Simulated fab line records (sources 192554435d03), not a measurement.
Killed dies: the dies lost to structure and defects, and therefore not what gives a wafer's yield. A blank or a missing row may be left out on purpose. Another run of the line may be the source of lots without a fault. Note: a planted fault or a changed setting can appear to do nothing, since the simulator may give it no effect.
Which tool was responsible? || flow n5-finfet || 30 wafers from 10 lots sampled at 5 of the route's 1938 steps

WHAT THE GAUGES SHOWED, per wafer
N5_BEOL_M0_SAQP_OVL_MEAS_15. Usual: for M0_CORE_OVL the level is 0.2 nm and the standard deviation is 0.72.
{"lot": "L903", "measured": "day 6 05:48", "on": "overlay-01", "M0_CORE_OVL (nm)": "0.5 0.2 0.2", "flag": ""}
{"lot": "L905", "measured": "day 6 18:14", "on": "overlay-01", "M0_CORE_OVL (nm)": "0.0 -0.5 -1.0", "flag": ""}
{"lot": "L906", "measured": "day 6 21:03", "on": "overlay-01", "M0_CORE_OVL (nm)": "-0.7 -0.4 -0.1", "flag": ""}
{"lot": "L908", "measured": "day 7 16:11", "on": "overlay-01", "M0_CORE_OVL (nm)": "0.3 0.6 0.2", "flag": ""}
{"lot": "L910", "measured": "day 7 22:25", "on": "overlay-01", "M0_CORE_OVL (nm)": "0.9 0.2 -0.5", "flag": ""}
{"lot": "L911", "measured": "day 7 22:11", "on": "overlay-02", "M0_CORE_OVL (nm)": "-0.8 0.1 -0.2", "flag": ""}
{"lot": "L914", "measured": "day 9 02:19", "on": "overlay-01", "M0_CORE_OVL (nm)": "-0.4 0.0 -0.3", "flag": ""}
{"lot": "L918", "measured": "day 9 17:27", "on": "overlay-01", "M0_CORE_OVL (nm)": "-0.5 0.2 0.1", "flag": ""}
{"lot": "L920", "measured": "day 10 09:26", "on": "overlay-02", "M0_CORE_OVL (nm)": "0.0 -0.4 -0.5", "flag": ""}
{"lot": "L921", "measured": "day 10 17:57", "on": "overlay-02", "M0_CORE_OVL (nm)": "1.1 -0.9 -0.2", "flag": ""}

N5_BEOL_M4_RC_MEAS_101. Usual: DIBL_N 35.4 mV/V, standard deviation 2.1; DIBL_P 34.8 mV/V, standard deviation 2.6; IOFF_N 0.15 nA/um, standard deviation 0.037; IOFF_P 0.19 nA/um, standard deviation 0.037; ION_N 677 uA/um, standard deviation 16; ION_P 462 uA/um, standard deviation 9.3; SS_N 71.4 mV/dec, standard deviation 0.75; SS_P 72.9 mV/dec, standard deviation 0.77; VT_N 250 mV, standard deviation 3.7; VT_P -251 mV, standard deviation 3.5.
{"lot": "L903", "measured": "day 9 05:58", "on": "prober-01", "DIBL_N (mV/V)": "35.3 36.9 31.4", "DIBL_P (mV/V)": "35.4 36.0 29.3", "IOFF_N (nA/um)": "0.15 0.16 0.09", "IOFF_P (nA/um)": "0.19 0.18 0.12", "ION_N (uA/um)": "690 677 657", "ION_P (uA/um)": "464 453 449", "SS_N (mV/dec)": "71.8 71.4 70.0", "SS_P (mV/dec)": "73.3 72.7 71.3", "VT_N (mV)": "245 250 256", "VT_P (mV)": "-253 -255 -259", "flag": ""}
{"lot": "L905", "measured": "day 9 08:56", "on": "prober-02", "DIBL_N (mV/V)": "39.0 32.9 37.2", "DIBL_P (mV/V)": "37.7 31.1 35.9", "IOFF_N (nA/um)": "0.24 0.12 0.20", "IOFF_P (nA/um)": "0.23 0.15 0.21", "ION_N (uA/um)": "679 672 688", "ION_P (uA/um)": "456 463 465", "SS_N (mV/dec)": "72.0 70.8 72.7", "SS_P (mV/dec)": "74.2 72.4 73.9", "VT_N (mV)": "245 255 245", "VT_P (mV)": "-248 -252 -248", "flag": ""}
{"lot": "L906", "measured": "day 9 12:27", "on": "prober-02", "DIBL_N (mV/V)": "35.6 33.2 32.8", "DIBL_P (mV/V)": "35.9 32.4 32.0", "IOFF_N (nA/um)": "0.15 0.11 0.11", "IOFF_P (nA/um)": "0.20 0.14 0.15", "ION_N (uA/um)": "677 669 647", "ION_P (uA/um)": "461 459 454", "SS_N (mV/dec)": "71.1 70.3 71.4", "SS_P (mV/dec)": "73.5 71.7 72.9", "VT_N (mV)": "253 255 253", "VT_P (mV)": "-249 -254 -253", "flag": ""}
{"lot": "L908", "measured": "day 10 10:59", "on": "prober-01", "DIBL_N (mV/V)": "35.8 36.6 36.7", "DIBL_P (mV/V)": "35.1 34.8 35.7", "IOFF_N (nA/um)": "0.16 0.16 0.16", "IOFF_P (nA/um)": "0.19 0.19 0.20", "ION_N (uA/um)": "697 688 690", "ION_P (uA/um)": "474 464 471", "SS_N (mV/dec)": "71.5 71.2 71.1", "SS_P (mV/dec)": "72.5 73.1 72.8", "VT_N (mV)": "246 247 247", "VT_P (mV)": "-249 -251 -250", "flag": ""}
{"lot": "L910", "measured": "day 10 14:34", "on": "prober-01", "DIBL_N (mV/V)": "34.5 36.8 36.8", "DIBL_P (mV/V)": "34.6 37.8 36.9", "IOFF_N (nA/um)": "0.13 0.15 0.16", "IOFF_P (nA/um)": "0.17 0.20 0.19", "ION_N (uA/um)": "684 669 668", "ION_P (uA/um)": "464 453 457", "SS_N (mV/dec)": "71.4 71.6 71.8", "SS_P (mV/dec)": "72.2 73.7 73.4", "VT_N (mV)": "252 251 249", "VT_P (mV)": "-252 -255 -253", "flag": ""}
{"lot": "L911", "measured": "day 10 15:20", "on": "prober-01", "DIBL_N (mV/V)": "36.0 36.2 37.3", "DIBL_P (mV/V)": "34.6 34.6 35.1", "IOFF_N (nA/um)": "0.13 0.15 0.15", "IOFF_P (nA/um)": "0.21 0.20 0.19", "ION_N (uA/um)": "649 677 661", "ION_P (uA/um)": "450 466 450", "SS_N (mV/dec)": "71.0 71.3 71.3", "SS_P (mV/dec)": "73.0 73.2 72.4", "VT_N (mV)": "250 246 249", "VT_P (mV)": "-251 -252 -251", "flag": ""}
{"lot": "L914", "measured": "day 11 12:50", "on": "prober-01", "DIBL_N (mV/V)": "35.2 35.3 33.4", "DIBL_P (mV/V)": "34.9 34.9 32.1", "IOFF_N (nA/um)": "0.15 0.14 0.12", "IOFF_P (nA/um)": "0.21 0.21 0.17", "ION_N (uA/um)": "683 679 674", "ION_P (uA/um)": "467 469 462", "SS_N (mV/dec)": "71.2 71.3 71.4", "SS_P (mV/dec)": "73.5 73.1 72.2", "VT_N (mV)": "248 249 254", "VT_P (mV)": "-248 -249 -250", "flag": ""}
{"lot": "L918", "measured": "day 12 05:58", "on": "prober-01", "DIBL_N (mV/V)": "33.1 32.3 33.5", "DIBL_P (mV/V)": "32.2 31.9 33.4", "IOFF_N (nA/um)": "0.11 0.11 0.13", "IOFF_P (nA/um)": "0.15 0.15 0.16", "ION_N (uA/um)": "662 682 668", "ION_P (uA/um)": "448 472 456", "SS_N (mV/dec)": "69.8 70.4 71.0", "SS_P (mV/dec)": "71.9 73.0 72.7", "VT_N (mV)": "252 253 251", "VT_P (mV)": "-255 -253 -251", "flag": ""}
{"lot": "L920", "measured": "day 12 22:39", "on": "prober-01", "DIBL_N (mV/V)": "36.2 37.5 37.8", "DIBL_P (mV/V)": "36.9 38.8 38.8", "IOFF_N (nA/um)": "0.18 0.21 0.20", "IOFF_P (nA/um)": "0.22 0.25 0.24", "ION_N (uA/um)": "694 697 696", "ION_P (uA/um)": "472 472 471", "SS_N (mV/dec)": "72.3 72.2 72.2", "SS_P (mV/dec)": "72.9 73.3 73.0", "VT_N (mV)": "247 246 245", "VT_P (mV)": "-249 -249 -245", "flag": ""}
{"lot": "L921", "measured": "day 13 15:20", "on": "prober-01", "DIBL_N (mV/V)": "35.9 39.2 35.8", "DIBL_P (mV/V)": "34.1 39.1 33.8", "IOFF_N (nA/um)": "0.13 0.20 0.13", "IOFF_P (nA/um)": "0.15 0.22 0.14", "ION_N (uA/um)": "656 709 668", "ION_P (uA/um)": "449 469 445", "SS_N (mV/dec)": "71.6 72.2 71.5", "SS_P (mV/dec)": "72.8 74.6 73.2", "VT_N (mV)": "255 245 254", "VT_P (mV)": "-254 -253 -261", "flag": ""}

TOOL THAT RAN EACH LOT (tool first, then ch and the chambers of the sampled wafers, then the start)
{"lot": "L903", "N5_MOL_CONTACT_COAG_STRIP_49": "plasma-asher-02 ch 0,1, day 5 23:13", "N5_BEOL_M0_SAQP_PECVD_04": "pecvd-01 ch 1,2, day 6 05:11", "N5_BEOL_M0_SAQP_COAT_81": "litho-track-01 ch 0, day 6 05:24"}
{"lot": "L905", "N5_MOL_CONTACT_COAG_STRIP_49": "plasma-asher-01 ch 0,1, day 6 12:49", "N5_BEOL_M0_SAQP_PECVD_04": "pecvd-02 ch 1,2, day 6 17:46", "N5_BEOL_M0_SAQP_COAT_81": "litho-track-04 ch 0, day 6 17:58"}
{"lot": "L906", "N5_MOL_CONTACT_COAG_STRIP_49": "plasma-asher-01 ch 0,1, day 6 15:16", "N5_BEOL_M0_SAQP_PECVD_04": "pecvd-01 ch 0,1, day 6 20:26", "N5_BEOL_M0_SAQP_COAT_81": "litho-track-04 ch 0, day 6 20:39"}
{"lot": "L908", "N5_MOL_CONTACT_COAG_STRIP_49": "plasma-asher-01 ch 0,1, day 7 11:02", "N5_BEOL_M0_SAQP_PECVD_04": "pecvd-04 ch 0,1, day 7 15:43", "N5_BEOL_M0_SAQP_COAT_81": "litho-track-02 ch 0, day 7 15:55"}
{"lot": "L910", "N5_MOL_CONTACT_COAG_STRIP_49": "plasma-asher-02 ch 0,1, day 7 14:39", "N5_BEOL_M0_SAQP_PECVD_04": "pecvd-02 ch 0,1, day 7 21:48", "N5_BEOL_M0_SAQP_COAT_81": "litho-track-02 ch 0, day 7 22:01"}
{"lot": "L911", "N5_MOL_CONTACT_COAG_STRIP_49": "plasma-asher-01 ch 0,1, day 7 16:19", "N5_BEOL_M0_SAQP_PECVD_04": "pecvd-01 ch 0,1, day 7 21:42", "N5_BEOL_M0_SAQP_COAT_81": "litho-track-04 ch 0, day 7 21:55"}
{"lot": "L914", "N5_MOL_CONTACT_COAG_STRIP_49": "plasma-asher-02 ch 0,1, day 8 18:41", "N5_BEOL_M0_SAQP_PECVD_04": "pecvd-01 ch 0,1,2, day 9 01:43", "N5_BEOL_M0_SAQP_COAT_81": "litho-track-02 ch 0, day 9 01:55"}
{"lot": "L918", "N5_MOL_CONTACT_COAG_STRIP_49": "plasma-asher-02 ch 1, day 9 10:55", "N5_BEOL_M0_SAQP_PECVD_04": "pecvd-02 ch 1,2, day 9 16:58", "N5_BEOL_M0_SAQP_COAT_81": "litho-track-04 ch 0, day 9 17:11"}
{"lot": "L920", "N5_MOL_CONTACT_COAG_STRIP_49": "plasma-asher-01 ch 0,1, day 10 02:41", "N5_BEOL_M0_SAQP_PECVD_04": "pecvd-01 ch 0,1, day 10 08:57", "N5_BEOL_M0_SAQP_COAT_81": "litho-track-04 ch 0, day 10 09:10"}
{"lot": "L921", "N5_MOL_CONTACT_COAG_STRIP_49": "plasma-asher-02 ch 0,1, day 10 11:44", "N5_BEOL_M0_SAQP_PECVD_04": "pecvd-02 ch 0,1,2, day 10 17:28", "N5_BEOL_M0_SAQP_COAT_81": "litho-track-04 ch 0, day 10 17:38"}
- N5_MOL_CONTACT_COAG_STRIP_49: strips in N2/H2, time 30 s.
- N5_BEOL_M0_SAQP_PECVD_04: deposits a-Si from SiH4/He, target thk 60 nm, time 60.2 s.
- N5_BEOL_M0_SAQP_COAT_81: time 60 s, resist thk 100 nm.

AS READ BY THE TOOLS THEMSELVES (means over the sampled wafers that have a number; for cases with no such wafer, the mark the record gives instead)
N5_MOL_CONTACT_COAG_STRIP_49. Usual: drypump-motor-current-A 5.5 A, standard deviation 0.48; heater-power-w 327 W, standard deviation 28.
{"lot": "L903", "tool": "plasma-asher-02", "drypump-motor-current-A (A)": 5.5, "heater-power-w (W)": 335, "flag": ""}
{"lot": "L905", "tool": "plasma-asher-01", "drypump-motor-current-A (A)": 5.4, "heater-power-w (W)": 332, "flag": ""}
{"lot": "L906", "tool": "plasma-asher-01", "drypump-motor-current-A (A)": 5.4, "heater-power-w (W)": 333, "flag": ""}
{"lot": "L908", "tool": "plasma-asher-01", "drypump-motor-current-A (A)": 5.4, "heater-power-w (W)": 332, "flag": ""}
{"lot": "L910", "tool": "plasma-asher-02", "drypump-motor-current-A (A)": 5.5, "heater-power-w (W)": 337, "flag": ""}
{"lot": "L911", "tool": "plasma-asher-01", "drypump-motor-current-A (A)": 5.3, "heater-power-w (W)": 334, "flag": ""}
{"lot": "L914", "tool": "plasma-asher-02", "drypump-motor-current-A (A)": 5.6, "heater-power-w (W)": 339, "flag": ""}
{"lot": "L918", "tool": "plasma-asher-02", "drypump-motor-current-A (A)": 5.6, "heater-power-w (W)": 341, "flag": ""}
{"lot": "L920", "tool": "plasma-asher-01", "drypump-motor-current-A (A)": 5.4, "heater-power-w (W)": 335, "flag": ""}
{"lot": "L921", "tool": "plasma-asher-02", "drypump-motor-current-A (A)": 5.6, "heater-power-w (W)": 339, "flag": ""}

N5_BEOL_M0_SAQP_PECVD_04. Usual: heater-power-w 612 W, standard deviation 58; showerhead-plenum-p-Torr 5.68 Torr, standard deviation 0.046; throttle-valve-pct 18.3 %, standard deviation 1.
{"lot": "L903", "tool": "pecvd-01", "heater-power-w (W)": 626, "showerhead-plenum-p-Torr (Torr)": 5.63, "throttle-valve-pct (%)": 19.2, "flag": ""}
{"lot": "L905", "tool": "pecvd-02", "heater-power-w (W)": 530, "showerhead-plenum-p-Torr (Torr)": 5.72, "throttle-valve-pct (%)": 18.4, "flag": ""}
{"lot": "L906", "tool": "pecvd-01", "heater-power-w (W)": 681, "showerhead-plenum-p-Torr (Torr)": 5.64, "throttle-valve-pct (%)": 17.9, "flag": ""}
{"lot": "L908", "tool": "pecvd-04", "heater-power-w (W)": 693, "showerhead-plenum-p-Torr (Torr)": 5.67, "throttle-valve-pct (%)": 17.3, "flag": ""}
{"lot": "L910", "tool": "pecvd-02", "heater-power-w (W)": 592, "showerhead-plenum-p-Torr (Torr)": 5.72, "throttle-valve-pct (%)": 19.3, "flag": ""}
{"lot": "L911", "tool": "pecvd-01", "heater-power-w (W)": 642, "showerhead-plenum-p-Torr (Torr)": 5.64, "throttle-valve-pct (%)": 18.6, "flag": ""}
{"lot": "L914", "tool": "pecvd-01", "heater-power-w (W)": 641, "showerhead-plenum-p-Torr (Torr)": 5.65, "throttle-valve-pct (%)": 18.2, "flag": ""}
{"lot": "L918", "tool": "pecvd-02", "heater-power-w (W)": 532, "showerhead-plenum-p-Torr (Torr)": 5.74, "throttle-valve-pct (%)": 19.2, "flag": ""}
{"lot": "L920", "tool": "pecvd-01", "heater-power-w (W)": 656, "showerhead-plenum-p-Torr (Torr)": 5.63, "throttle-valve-pct (%)": 18.7, "flag": ""}
{"lot": "L921", "tool": "pecvd-02", "heater-power-w (W)": 600, "showerhead-plenum-p-Torr (Torr)": 5.72, "throttle-valve-pct (%)": 18.6, "flag": ""}

N5_BEOL_M0_SAQP_COAT_81. Usual: heater-power-total-W 500.3 W, standard deviation 1.7; plate-temp-C 249.97 C, standard deviation 0.18; resist-line-temp-C 22.98 C, standard deviation 0.1; spin-speed-rpm 1500.2 rpm, standard deviation 0.94.
{"lot": "L903", "tool": "litho-track-01", "heater-power-total-W (W)": 500.9, "plate-temp-C (C)": 249.93, "resist-line-temp-C (C)": 22.99, "spin-speed-rpm (rpm)": 1499.6, "flag": ""}
{"lot": "L905", "tool": "litho-track-04", "heater-power-total-W (W)": 498.9, "plate-temp-C (C)": 250.02, "resist-line-temp-C (C)": 23.04, "spin-speed-rpm (rpm)": 1498.9, "flag": ""}
{"lot": "L906", "tool": "litho-track-04", "heater-power-total-W (W)": 501.1, "plate-temp-C (C)": 249.95, "resist-line-temp-C (C)": 23.10, "spin-speed-rpm (rpm)": 1500.3, "flag": ""}
{"lot": "L908", "tool": "litho-track-02", "heater-power-total-W (W)": 501.0, "plate-temp-C (C)": 250.24, "resist-line-temp-C (C)": 23.04, "spin-speed-rpm (rpm)": 1499.1, "flag": ""}
{"lot": "L910", "tool": "litho-track-02", "heater-power-total-W (W)": 500.5, "plate-temp-C (C)": 249.83, "resist-line-temp-C (C)": 23.04, "spin-speed-rpm (rpm)": 1501.2, "flag": ""}
{"lot": "L911", "tool": "litho-track-04", "heater-power-total-W (W)": 500.7, "plate-temp-C (C)": 250.11, "resist-line-temp-C (C)": 23.00, "spin-speed-rpm (rpm)": 1500.5, "flag": ""}
{"lot": "L914", "tool": "litho-track-02", "heater-power-total-W (W)": 500.8, "plate-temp-C (C)": 250.01, "resist-line-temp-C (C)": 22.83, "spin-speed-rpm (rpm)": 1500.3, "flag": ""}
{"lot": "L918", "tool": "litho-track-04", "heater-power-total-W (W)": 499.2, "plate-temp-C (C)": 249.73, "resist-line-temp-C (C)": 23.07, "spin-speed-rpm (rpm)": 1498.9, "flag": ""}
{"lot": "L920", "tool": "litho-track-04", "heater-power-total-W (W)": 490.4, "plate-temp-C (C)": 245.71, "resist-line-temp-C (C)": 22.87, "spin-speed-rpm (rpm)": 1500.3, "flag": "OFF"}
{"lot": "L921", "tool": "litho-track-04", "heater-power-total-W (W)": 490.6, "plate-temp-C (C)": 245.88, "resist-line-temp-C (C)": 22.82, "spin-speed-rpm (rpm)": 1499.4, "flag": "OFF"}

THE ANSWER, worked out from the rows above alone
Rule: a lot counts as off when the mean over its wafers that have a number is more than 3 standard deviations away from the usual mean. A lot without any number at a reading at which 4 lots or more have one is off too. Any other lot the step has rows for is counted as sound. Order of review: gauges by route order, followed by the tools' own readings, for which a lot's mean as printed above is used. At the first step where some lot is off, the reading lying furthest off is the one used; lots without a number count as furthest.
Off at N5_BEOL_M0_SAQP_COAT_81 (plate-temp-C): L920, L921.
If a tool, at that step or one of the process steps before it, ran each lot that is off and ran no sound lot following the first of them, it fits. One candidate fits, namely litho-track-04 at N5_BEOL_M0_SAQP_COAT_81. Its last sound lot is L918 (day 9 17:11), its first lot that is off L920 (day 10 09:10): a fault that began between those two fits.
The tool's own readings at N5_BEOL_M0_SAQP_COAT_81 bear it out: on the lots that are off they differ by more than 5 times the standard deviation of the sound lots' means. heater-power-total-W reads 490.5 W there against 500.4 W on the sound lots; plate-temp-C reads 245.80 C there against 249.98 C on the sound lots.

WHAT WAS PUT IN BY THE SIMULATOR
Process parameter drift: litho-track-04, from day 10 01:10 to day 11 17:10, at N5_BEOL_M0_SAQP_COAT_81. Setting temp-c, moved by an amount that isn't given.
Struck lots among those shown: L920, L921. The rule given above showed the same thing.
